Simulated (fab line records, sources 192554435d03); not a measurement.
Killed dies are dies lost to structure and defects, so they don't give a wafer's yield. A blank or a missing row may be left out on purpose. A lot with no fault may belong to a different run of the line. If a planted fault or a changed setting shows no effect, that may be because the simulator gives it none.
Chamber matching || flow n5Finfet || N5_BEOL_M11_ILD_DEP_00 on pecvd-02 has 3 sister chambers
The step deposits SiCOH lowk from DEMS/porogen, target thk 308.51 nm, time 58 s. 24 wafers are shown with their chamber, then 12 later ones without.

## EACH WAFER AND ITS CHAMBER
{"wafer": "L075.1", "chamber": 0, "throttleValvePct (%)": 14.2, "showerheadPlenumPTorr (Torr)": 5.757, "heaterPowerW (W)": 318}
{"wafer": "L075.2", "chamber": 2, "throttleValvePct (%)": 13.1, "showerheadPlenumPTorr (Torr)": 5.739, "heaterPowerW (W)": 329}
{"wafer": "L075.4", "chamber": 2, "throttleValvePct (%)": 13.0, "showerheadPlenumPTorr (Torr)": 5.719, "heaterPowerW (W)": 343}
{"wafer": "L077.1", "chamber": 0, "throttleValvePct (%)": 14.3, "showerheadPlenumPTorr (Torr)": 5.764, "heaterPowerW (W)": 321}
{"wafer": "L077.2", "chamber": 2, "throttleValvePct (%)": 13.0, "showerheadPlenumPTorr (Torr)": 5.739, "heaterPowerW (W)": 385}
{"wafer": "L077.6", "chamber": 2, "throttleValvePct (%)": 12.8, "showerheadPlenumPTorr (Torr)": 5.734, "heaterPowerW (W)": 305}
{"wafer": "L079.4", "chamber": 1, "throttleValvePct (%)": 13.5, "showerheadPlenumPTorr (Torr)": 5.751, "heaterPowerW (W)": 316}
{"wafer": "L079.5", "chamber": 0, "throttleValvePct (%)": 13.7, "showerheadPlenumPTorr (Torr)": 5.768, "heaterPowerW (W)": 376}
{"wafer": "L079.6", "chamber": 2, "throttleValvePct (%)": 12.9, "showerheadPlenumPTorr (Torr)": 5.753, "heaterPowerW (W)": 364}
{"wafer": "L083.1", "chamber": 2, "throttleValvePct (%)": 12.7, "showerheadPlenumPTorr (Torr)": 5.748, "heaterPowerW (W)": 339}
{"wafer": "L083.2", "chamber": 0, "throttleValvePct (%)": 14.2, "showerheadPlenumPTorr (Torr)": 5.758, "heaterPowerW (W)": 329}
{"wafer": "L083.6", "chamber": 2, "throttleValvePct (%)": 12.9, "showerheadPlenumPTorr (Torr)": 5.754, "heaterPowerW (W)": 354}
{"wafer": "L084.1", "chamber": 2, "throttleValvePct (%)": 13.1, "showerheadPlenumPTorr (Torr)": 5.736, "heaterPowerW (W)": 378}
{"wafer": "L084.2", "chamber": 1, "throttleValvePct (%)": 13.4, "showerheadPlenumPTorr (Torr)": 5.737, "heaterPowerW (W)": 320}
{"wafer": "L084.4", "chamber": 0, "throttleValvePct (%)": 14.0, "showerheadPlenumPTorr (Torr)": 5.765, "heaterPowerW (W)": 355}
{"wafer": "L085.1", "chamber": 0, "throttleValvePct (%)": 13.8, "showerheadPlenumPTorr (Torr)": 5.771, "heaterPowerW (W)": 363}
{"wafer": "L085.2", "chamber": 2, "throttleValvePct (%)": 12.9, "showerheadPlenumPTorr (Torr)": 5.739, "heaterPowerW (W)": 360}
{"wafer": "L085.4", "chamber": 0, "throttleValvePct (%)": 14.0, "showerheadPlenumPTorr (Torr)": 5.772, "heaterPowerW (W)": 371}
{"wafer": "L088.1", "chamber": 2, "throttleValvePct (%)": 12.9, "showerheadPlenumPTorr (Torr)": 5.756, "heaterPowerW (W)": 366}
{"wafer": "L088.2", "chamber": 0, "throttleValvePct (%)": 14.1, "showerheadPlenumPTorr (Torr)": 5.768, "heaterPowerW (W)": 379}
{"wafer": "L088.3", "chamber": 1, "throttleValvePct (%)": 13.5, "showerheadPlenumPTorr (Torr)": 5.727, "heaterPowerW (W)": 313}
{"wafer": "L089.1", "chamber": 1, "throttleValvePct (%)": 13.1, "showerheadPlenumPTorr (Torr)": 5.732, "heaterPowerW (W)": 317}
{"wafer": "L089.4", "chamber": 0, "throttleValvePct (%)": 14.2, "showerheadPlenumPTorr (Torr)": 5.769, "heaterPowerW (W)": 326}
{"wafer": "L089.6", "chamber": 2, "throttleValvePct (%)": 12.7, "showerheadPlenumPTorr (Torr)": 5.734, "heaterPowerW (W)": 366}

SIGNATURES (averages over the wafers above)
{"reading": "throttleValvePct", "chamber 0": 14.056, "chamber 1": 13.375, "chamber 2": 12.909, "scatter within a chamber": 0.172}
{"reading": "showerheadPlenumPTorr", "chamber 0": 5.76578, "chamber 1": 5.73675, "chamber 2": 5.74100, "scatter within a chamber": 0.00914}
{"reading": "heaterPowerW", "chamber 0": 348.67, "chamber 1": 316.50, "chamber 2": 353.55, "scatter within a chamber": 22.2}
Rule: for each reading, subtract the chamber's mean from the wafer's reading, divide by that reading's scatter and square the result; add these up over the readings and take the root, which gives the wafer's distance from the chamber. The wafer belongs to the nearest chamber; if the next one is less than 2 further off, it can't be placed. The scatter: take each reading less its chamber's mean, square it, sum over the shown wafers, divide by the number of wafers less the number of chambers, and take the root.

## WAFERS MISSING THEIR CHAMBER
{"wafer": "L091.3", "throttleValvePct (%)": 12.7, "showerheadPlenumPTorr (Torr)": 5.729, "heaterPowerW (W)": 381}
{"wafer": "L091.4", "throttleValvePct (%)": 14.2, "showerheadPlenumPTorr (Torr)": 5.771, "heaterPowerW (W)": 322}
{"wafer": "L091.6", "throttleValvePct (%)": 12.9, "showerheadPlenumPTorr (Torr)": 5.734, "heaterPowerW (W)": 309}
{"wafer": "L093.1", "throttleValvePct (%)": 14.1, "showerheadPlenumPTorr (Torr)": 5.757, "heaterPowerW (W)": 372}
{"wafer": "L093.4", "throttleValvePct (%)": 14.1, "showerheadPlenumPTorr (Torr)": 5.765, "heaterPowerW (W)": 368}
{"wafer": "L093.6", "throttleValvePct (%)": 13.4, "showerheadPlenumPTorr (Torr)": 5.735, "heaterPowerW (W)": 322}
{"wafer": "L092.1", "throttleValvePct (%)": 13.5, "showerheadPlenumPTorr (Torr)": 5.738, "heaterPowerW (W)": 313}
{"wafer": "L092.3", "throttleValvePct (%)": 14.0, "showerheadPlenumPTorr (Torr)": 5.771, "heaterPowerW (W)": 365}
{"wafer": "L092.6", "throttleValvePct (%)": 12.8, "showerheadPlenumPTorr (Torr)": 5.716, "heaterPowerW (W)": 303}
{"wafer": "L097.3", "throttleValvePct (%)": 13.0, "showerheadPlenumPTorr (Torr)": 5.744, "heaterPowerW (W)": 376}
{"wafer": "L097.4", "throttleValvePct (%)": 13.1, "showerheadPlenumPTorr (Torr)": 5.738, "heaterPowerW (W)": 383}
{"wafer": "L097.6", "throttleValvePct (%)": 13.6, "showerheadPlenumPTorr (Torr)": 5.750, "heaterPowerW (W)": 307}

## EACH ONE'S CHAMBER
{"wafer": "L091.3", "from the rows above": 2, "in truth": 2}
{"wafer": "L091.4", "from the rows above": 0, "in truth": 0}
{"wafer": "L091.6", "from the rows above": "can't be placed: 2 or 1", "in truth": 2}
{"wafer": "L093.1", "from the rows above": 0, "in truth": 0}
{"wafer": "L093.4", "from the rows above": 0, "in truth": 0}
{"wafer": "L093.6", "from the rows above": 1, "in truth": 1}
{"wafer": "L092.1", "from the rows above": 1, "in truth": 1}
{"wafer": "L092.3", "from the rows above": 0, "in truth": 0}
{"wafer": "L092.6", "from the rows above": "can't be placed: 2 or 1", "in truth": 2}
{"wafer": "L097.3", "from the rows above": 2, "in truth": 2}
{"wafer": "L097.4", "from the rows above": "can't be placed: 2 or 1", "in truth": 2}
{"wafer": "L097.6", "from the rows above": "can't be placed: 1 or 0", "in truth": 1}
8 of 12 placed correctly. Unplaceable from these rows: 4, with the true chamber sitting among the candidates in 4. Placed wrongly: 0.
